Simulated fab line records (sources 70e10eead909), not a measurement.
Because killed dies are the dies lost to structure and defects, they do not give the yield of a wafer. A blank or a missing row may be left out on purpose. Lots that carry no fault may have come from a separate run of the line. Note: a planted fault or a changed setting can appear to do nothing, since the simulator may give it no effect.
Which tool is to blame? / flow nandHarc / 11 lots, 33 wafers sampled, at 6 steps of a route of 1302

== WHAT EACH GAUGE READ, for each wafer ==
NHARC_P_BONDPAD_THK_MEAS_33: measures by ellipsometry. Usual: thkNm reads 200.1 nm (standard deviation 1.4).
lot=L510; measured=day 6 11:41; on=filmMetro-02; thkNm (nm)=201.1 200.9 202.0; flag=
lot=L511; measured=day 7 00:26; on=filmMetro-02; thkNm (nm)=199.3 200.8 201.8; flag=
lot=L513; measured=day 7 21:19; on=filmMetro-01; thkNm (nm)=198.7 202.2 200.7; flag=
lot=L514; measured=day 8 09:59; on=filmMetro-02; thkNm (nm)=201.8 201.8 199.8; flag=
lot=L524; measured=day 12 13:52; on=filmMetro-02; thkNm (nm)=182.2 200.7 201.0; flag=OFF
lot=L523; measured=day 12 15:09; on=filmMetro-01; thkNm (nm)=201.7 185.7 199.4; flag=OFF
lot=L527; measured=day 13 12:08; on=filmMetro-01; thkNm (nm)=200.5 197.9 201.6; flag=
lot=L528; measured=day 14 00:58; on=filmMetro-02; thkNm (nm)=198.4 198.7 198.0; flag=
lot=L530; measured=day 14 20:08; on=filmMetro-01; thkNm (nm)=196.8 198.5 199.3; flag=
lot=L533; measured=day 16 02:34; on=filmMetro-02; thkNm (nm)=198.6 199.8 197.1; flag=
lot=L532; measured=day 16 03:21; on=filmMetro-01; thkNm (nm)=199.2 199.5 198.6; flag=

NHARC_END_SORT_01. Usual: defectLimitedYield 91.2 % (standard deviation 2.5); killedAtArray 55 (standard deviation 17); killedAtOther 1.1 (standard deviation 1.4); killedAtPeriphery 3.9 (standard deviation 3); killedDies 59 (standard deviation 17); killedOpen 3.5 (standard deviation 2); killedShort 2.6 (standard deviation 1.6).
lot=L527; measured=day 31 01:08; on=prober-01; defectLimitedYield (%)=94.4; killedAtArray=29; killedAtOther=4; killedAtPeriphery=5; killedDies=38; killedOpen=3; killedShort=7; flag=
lot=L528; measured=day 31 17:05; on=prober-02; defectLimitedYield (%)=89.2 88.0 88.2; killedAtArray=67 76 73; killedAtOther=0 0 0; killedAtPeriphery=6 5 7; killedDies=73 81 80; killedOpen=5 2 3; killedShort=0 3 1; flag=

== EACH LOT AND THE TOOL THAT RAN IT (in order: tool; ch and the chambers of the sampled wafers; start) ==
lot=L510; NHARC_P_M2_STRIP_18=rieDiel-07 ch 0,1,3, day 6 08:19; NHARC_P_M2_ANNEAL_31=rtpAnneal-02 ch 0, day 6 09:43; NHARC_P_BONDPAD_DEP_00=pecvd-02 ch 0,2, day 6 11:02; NHARC_P_BONDPAD_DESCUM_11=rieDiel-10 ch 0,1,2, day 6 12:28
lot=L511; NHARC_P_M2_STRIP_18=rieDiel-07 ch 0,1,2, day 6 21:02; NHARC_P_M2_ANNEAL_31=rtpAnneal-01 ch 0, day 6 22:32; NHARC_P_BONDPAD_DEP_00=pecvd-04 ch 0,1,2, day 6 23:54; NHARC_P_BONDPAD_DESCUM_11=rieDiel-01 ch 0,2,3, day 7 01:13
lot=L513; NHARC_P_M2_STRIP_18=rieDiel-13 ch 1,2, day 7 17:55; NHARC_P_M2_ANNEAL_31=rtpAnneal-02 ch 0, day 7 19:20; NHARC_P_BONDPAD_DEP_00=pecvd-02 ch 0,2, day 7 20:39; NHARC_P_BONDPAD_DESCUM_11=rieDiel-01 ch 1,3, day 7 22:06
lot=L514; NHARC_P_M2_STRIP_18=rieDiel-13 ch 0,1, day 8 06:20; NHARC_P_M2_ANNEAL_31=rtpAnneal-02 ch 0, day 8 07:56; NHARC_P_BONDPAD_DEP_00=pecvd-04 ch 1,2, day 8 09:22; NHARC_P_BONDPAD_DESCUM_11=rieDiel-01 ch 0,1,2, day 8 10:47
lot=L524; NHARC_P_M2_STRIP_18=rieDiel-13 ch 0,1,2, day 12 10:26; NHARC_P_M2_ANNEAL_31=rtpAnneal-01 ch 0, day 12 11:53; NHARC_P_BONDPAD_DEP_00=pecvd-01 ch 0,1, day 12 13:14; NHARC_P_BONDPAD_DESCUM_11=rieDiel-01 ch 0,1,3, day 12 14:38
lot=L523; NHARC_P_M2_STRIP_18=rieDiel-07 ch 1,2,3, day 12 11:46; NHARC_P_M2_ANNEAL_31=rtpAnneal-01 ch 0, day 12 13:07; NHARC_P_BONDPAD_DEP_00=pecvd-01 ch 0,1, day 12 14:32; NHARC_P_BONDPAD_DESCUM_11=rieDiel-06 ch 0,1,3, day 12 15:57
lot=L527; NHARC_P_M2_STRIP_18=rieDiel-09 ch 2,3, day 13 08:43; NHARC_P_M2_ANNEAL_31=rtpAnneal-02 ch 0, day 13 10:08; NHARC_P_BONDPAD_DEP_00=pecvd-02 ch 1,2, day 13 11:31; NHARC_P_BONDPAD_DESCUM_11=rieDiel-10 ch 1,2,3, day 13 12:56
lot=L528; NHARC_P_M2_STRIP_18=rieDiel-07 ch 0,2,3, day 13 21:26; NHARC_P_M2_ANNEAL_31=rtpAnneal-02 ch 0, day 13 22:45; NHARC_P_BONDPAD_DEP_00=pecvd-02 ch 0,2, day 14 00:19; NHARC_P_BONDPAD_DESCUM_11=rieDiel-01 ch 0,1,3, day 14 01:40
lot=L530; NHARC_P_M2_STRIP_18=rieDiel-13 ch 0,1,2, day 14 16:44; NHARC_P_M2_ANNEAL_31=rtpAnneal-01 ch 0, day 14 18:07; NHARC_P_BONDPAD_DEP_00=pecvd-01 ch 0,1,2, day 14 19:29; NHARC_P_BONDPAD_DESCUM_11=rieDiel-10 ch 1,2,3, day 14 20:55
lot=L533; NHARC_P_M2_STRIP_18=rieDiel-09 ch 0,2,3, day 15 23:08; NHARC_P_M2_ANNEAL_31=rtpAnneal-02 ch 0, day 16 00:32; NHARC_P_BONDPAD_DEP_00=pecvd-04 ch 0,1, day 16 01:55; NHARC_P_BONDPAD_DESCUM_11=rieDiel-01 ch 0,2,3, day 16 03:20
lot=L532; NHARC_P_M2_STRIP_18=rieDiel-09 ch 0,2,3, day 15 23:56; NHARC_P_M2_ANNEAL_31=rtpAnneal-01 ch 0, day 16 01:20; NHARC_P_BONDPAD_DEP_00=pecvd-01 ch 1,2, day 16 02:40; NHARC_P_BONDPAD_DESCUM_11=rieDiel-06 ch 1,2,3, day 16 04:07
- NHARC_P_M2_STRIP_18: strips in N2/H2.
- NHARC_P_M2_ANNEAL_31: time 90 s.
- NHARC_P_BONDPAD_DEP_00: deposits SiCN, target thk 250 nm.
- NHARC_P_BONDPAD_DESCUM_11: chemistry O2, time 3 s.

== WHAT THE TOOLS THEMSELVES READ (means of the sampled wafers that have a number; where no wafer has one, the mark that the record gives instead) ==
NHARC_P_M2_STRIP_18. Usual: drypumpMotorCurrentA 5.5 A (standard deviation 0.36); mfcArSccm 0.011 sccm (standard deviation 0.012); n2FlowSccm 150.0 sccm (standard deviation 0.42); oesProductAu 1.001 a.u. (standard deviation 0.0066); rfVppV 90.8 V (standard deviation 0.97); showerheadPlenumPTorr 2.07 Torr (standard deviation 0.094); throttleValvePct 14.172 % (standard deviation 0.009).
lot=L510; tool=rieDiel-07; drypumpMotorCurrentA (A)=5.8; mfcArSccm (sccm)=0.013; n2FlowSccm (sccm)=150.4; oesProductAu (a.u.)=0.999; rfVppV (V)=89.9; showerheadPlenumPTorr (Torr)=2.10; throttleValvePct (%)=14.173; flag=
lot=L511; tool=rieDiel-07; drypumpMotorCurrentA (A)=5.6; mfcArSccm (sccm)=0.008; n2FlowSccm (sccm)=149.8; oesProductAu (a.u.)=1.002; rfVppV (V)=91.0; showerheadPlenumPTorr (Torr)=2.05; throttleValvePct (%)=14.167; flag=
lot=L513; tool=rieDiel-13; drypumpMotorCurrentA (A)=5.8; mfcArSccm (sccm)=0.008; n2FlowSccm (sccm)=149.9; oesProductAu (a.u.)=1.003; rfVppV (V)=91.2; showerheadPlenumPTorr (Torr)=2.04; throttleValvePct (%)=14.171; flag=
lot=L514; tool=rieDiel-13; drypumpMotorCurrentA (A)=5.4; mfcArSccm (sccm)=0.000; n2FlowSccm (sccm)=149.8; oesProductAu (a.u.)=1.000; rfVppV (V)=91.4; showerheadPlenumPTorr (Torr)=2.13; throttleValvePct (%)=14.173; flag=
lot=L524; tool=rieDiel-13; drypumpMotorCurrentA (A)=5.5; mfcArSccm (sccm)=0.008; n2FlowSccm (sccm)=149.6; oesProductAu (a.u.)=0.998; rfVppV (V)=91.0; showerheadPlenumPTorr (Torr)=2.11; throttleValvePct (%)=14.171; flag=
lot=L523; tool=rieDiel-07; drypumpMotorCurrentA (A)=5.6; mfcArSccm (sccm)=0.005; n2FlowSccm (sccm)=150.0; oesProductAu (a.u.)=1.000; rfVppV (V)=90.9; showerheadPlenumPTorr (Torr)=2.03; throttleValvePct (%)=14.170; flag=
lot=L527; tool=rieDiel-09; drypumpMotorCurrentA (A)=5.4; mfcArSccm (sccm)=0.017; n2FlowSccm (sccm)=150.3; oesProductAu (a.u.)=0.998; rfVppV (V)=90.6; showerheadPlenumPTorr (Torr)=1.99; throttleValvePct (%)=14.179; flag=
lot=L528; tool=rieDiel-07; drypumpMotorCurrentA (A)=5.6; mfcArSccm (sccm)=0.013; n2FlowSccm (sccm)=149.9; oesProductAu (a.u.)=1.008; rfVppV (V)=90.9; showerheadPlenumPTorr (Torr)=2.03; throttleValvePct (%)=14.167; flag=
lot=L530; tool=rieDiel-13; drypumpMotorCurrentA (A)=5.5; mfcArSccm (sccm)=0.008; n2FlowSccm (sccm)=149.9; oesProductAu (a.u.)=0.989; rfVppV (V)=90.7; showerheadPlenumPTorr (Torr)=2.11; throttleValvePct (%)=14.165; flag=
lot=L533; tool=rieDiel-09; drypumpMotorCurrentA (A)=5.6; mfcArSccm (sccm)=0.018; n2FlowSccm (sccm)=149.5; oesProductAu (a.u.)=1.006; rfVppV (V)=91.0; showerheadPlenumPTorr (Torr)=2.03; throttleValvePct (%)=14.178; flag=
lot=L532; tool=rieDiel-09; drypumpMotorCurrentA (A)=5.6; mfcArSccm (sccm)=0.018; n2FlowSccm (sccm)=150.0; oesProductAu (a.u.)=1.000; rfVppV (V)=90.5; showerheadPlenumPTorr (Torr)=2.03; throttleValvePct (%)=14.172; flag=

NHARC_P_M2_ANNEAL_31. Usual: wafer_temp_C_max reads 225.8 (standard deviation 0.31).
lot=L510 tool=rtpAnneal-02 wafer_temp_C_max=226.0 flag=
lot=L511 tool=rtpAnneal-01 wafer_temp_C_max=225.7 flag=
lot=L513 tool=rtpAnneal-02 wafer_temp_C_max=225.8 flag=
lot=L514 tool=rtpAnneal-02 wafer_temp_C_max=226.0 flag=
lot=L524 tool=rtpAnneal-01 wafer_temp_C_max=225.9 flag=
lot=L523 tool=rtpAnneal-01 wafer_temp_C_max=225.6 flag=
lot=L527 tool=rtpAnneal-02 wafer_temp_C_max=226.0 flag=
lot=L528 tool=rtpAnneal-02 wafer_temp_C_max=226.1 flag=
lot=L530 tool=rtpAnneal-01 wafer_temp_C_max=225.5 flag=
lot=L533 tool=rtpAnneal-02 wafer_temp_C_max=226.5 flag=
lot=L532 tool=rtpAnneal-01 wafer_temp_C_max=225.9 flag=

NHARC_P_BONDPAD_DEP_00. Usual: heaterPowerW 604 W, standard deviation 79; showerheadVppV 1312 V, standard deviation 61.
lot=L510; tool=pecvd-02; heaterPowerW (W)=695; showerheadVppV (V)=1335; flag=
lot=L511; tool=pecvd-04; heaterPowerW (W)=578; showerheadVppV (V)=1321; flag=
lot=L513; tool=pecvd-02; heaterPowerW (W)=666; showerheadVppV (V)=1333; flag=
lot=L514; tool=pecvd-04; heaterPowerW (W)=524; showerheadVppV (V)=1373; flag=
lot=L524; tool=pecvd-01; heaterPowerW (W)=593; showerheadVppV (V)=1293; flag=
lot=L523; tool=pecvd-01; heaterPowerW (W)=553; showerheadVppV (V)=1246; flag=
lot=L527; tool=pecvd-02; heaterPowerW (W)=655; showerheadVppV (V)=1371; flag=
lot=L528; tool=pecvd-02; heaterPowerW (W)=607; showerheadVppV (V)=1294; flag=
lot=L530; tool=pecvd-01; heaterPowerW (W)=655; showerheadVppV (V)=1293; flag=
lot=L533; tool=pecvd-04; heaterPowerW (W)=506; showerheadVppV (V)=1342; flag=
lot=L532; tool=pecvd-01; heaterPowerW (W)=660; showerheadVppV (V)=1299; flag=

NHARC_P_BONDPAD_DESCUM_11. Usual: drypumpMotorCurrentA 5.5 A, standard deviation 0.35; mfcArSccm 0.008 sccm, standard deviation 0.012; oesProductAu 0.999 a.u., standard deviation 0.0075; rfVppV 57.6 V, standard deviation 0.86; showerheadPlenumPTorr 1.91 Torr, standard deviation 0.072; throttleValvePct 11.312 %, standard deviation 0.0088.
lot=L510; tool=rieDiel-10; drypumpMotorCurrentA (A)=5.6; mfcArSccm (sccm)=0.001; oesProductAu (a.u.)=1.008; rfVppV (V)=57.2; showerheadPlenumPTorr (Torr)=1.89; throttleValvePct (%)=11.305; flag=
lot=L511; tool=rieDiel-01; drypumpMotorCurrentA (A)=5.7; mfcArSccm (sccm)=0.015; oesProductAu (a.u.)=0.994; rfVppV (V)=56.9; showerheadPlenumPTorr (Torr)=1.94; throttleValvePct (%)=11.304; flag=
lot=L513; tool=rieDiel-01; drypumpMotorCurrentA (A)=5.7; mfcArSccm (sccm)=0.000; oesProductAu (a.u.)=1.003; rfVppV (V)=57.6; showerheadPlenumPTorr (Torr)=1.97; throttleValvePct (%)=11.312; flag=
lot=L514; tool=rieDiel-01; drypumpMotorCurrentA (A)=5.4; mfcArSccm (sccm)=0.015; oesProductAu (a.u.)=1.003; rfVppV (V)=57.0; showerheadPlenumPTorr (Torr)=1.89; throttleValvePct (%)=11.314; flag=
lot=L524; tool=rieDiel-01; drypumpMotorCurrentA (A)=5.5; mfcArSccm (sccm)=0.009; oesProductAu (a.u.)=0.989; rfVppV (V)=58.0; showerheadPlenumPTorr (Torr)=1.95; throttleValvePct (%)=11.299; flag=
lot=L523; tool=rieDiel-06; drypumpMotorCurrentA (A)=5.3; mfcArSccm (sccm)=0.012; oesProductAu (a.u.)=1.005; rfVppV (V)=58.7; showerheadPlenumPTorr (Torr)=1.93; throttleValvePct (%)=11.308; flag=
lot=L527; tool=rieDiel-10; drypumpMotorCurrentA (A)=5.8; mfcArSccm (sccm)=0.001; oesProductAu (a.u.)=0.999; rfVppV (V)=58.4; showerheadPlenumPTorr (Torr)=1.90; throttleValvePct (%)=11.314; flag=
lot=L528; tool=rieDiel-01; drypumpMotorCurrentA (A)=5.5; mfcArSccm (sccm)=0.009; oesProductAu (a.u.)=0.997; rfVppV (V)=58.4; showerheadPlenumPTorr (Torr)=1.95; throttleValvePct (%)=11.311; flag=
lot=L530; tool=rieDiel-10; drypumpMotorCurrentA (A)=5.8; mfcArSccm (sccm)=0.001; oesProductAu (a.u.)=1.003; rfVppV (V)=57.1; showerheadPlenumPTorr (Torr)=1.90; throttleValvePct (%)=11.306; flag=
lot=L533; tool=rieDiel-01; drypumpMotorCurrentA (A)=5.7; mfcArSccm (sccm)=0.015; oesProductAu (a.u.)=0.993; rfVppV (V)=57.5; showerheadPlenumPTorr (Torr)=1.94; throttleValvePct (%)=11.310; flag=
lot=L532; tool=rieDiel-06; drypumpMotorCurrentA (A)=5.4; mfcArSccm (sccm)=0.003; oesProductAu (a.u.)=1.002; rfVppV (V)=57.7; showerheadPlenumPTorr (Torr)=1.90; throttleValvePct (%)=11.324; flag=

== THE ANSWER, worked out from the rows above alone ==
Rule: take the mean of a lot's wafers that have a number; if it is more than 3 standard deviations from the usual mean, the lot is off. A lot without any number at a reading at which 4 lots or more have one is off too. Where the step has rows for the other lots, those lots are counted as sound. The gauges are gone through in route order, then the tools' own readings, and for those a lot's mean is taken as printed above. The first step at which some lot is off is used, and at that step the reading that is off furthest; a lot without a number counts as furthest.
Off at NHARC_P_BONDPAD_THK_MEAS_33 (thkNm): L524, L523.
A tool fits if, at a process step before that reading, it ran every lot that is off, and no sound lot after the first of them. Those tools and the gauges at NHARC_P_BONDPAD_THK_MEAS_33 are tried in the same way. Not one of the candidates tried fits.

== WHAT HAD BEEN PUT IN BY THE SIMULATOR ==
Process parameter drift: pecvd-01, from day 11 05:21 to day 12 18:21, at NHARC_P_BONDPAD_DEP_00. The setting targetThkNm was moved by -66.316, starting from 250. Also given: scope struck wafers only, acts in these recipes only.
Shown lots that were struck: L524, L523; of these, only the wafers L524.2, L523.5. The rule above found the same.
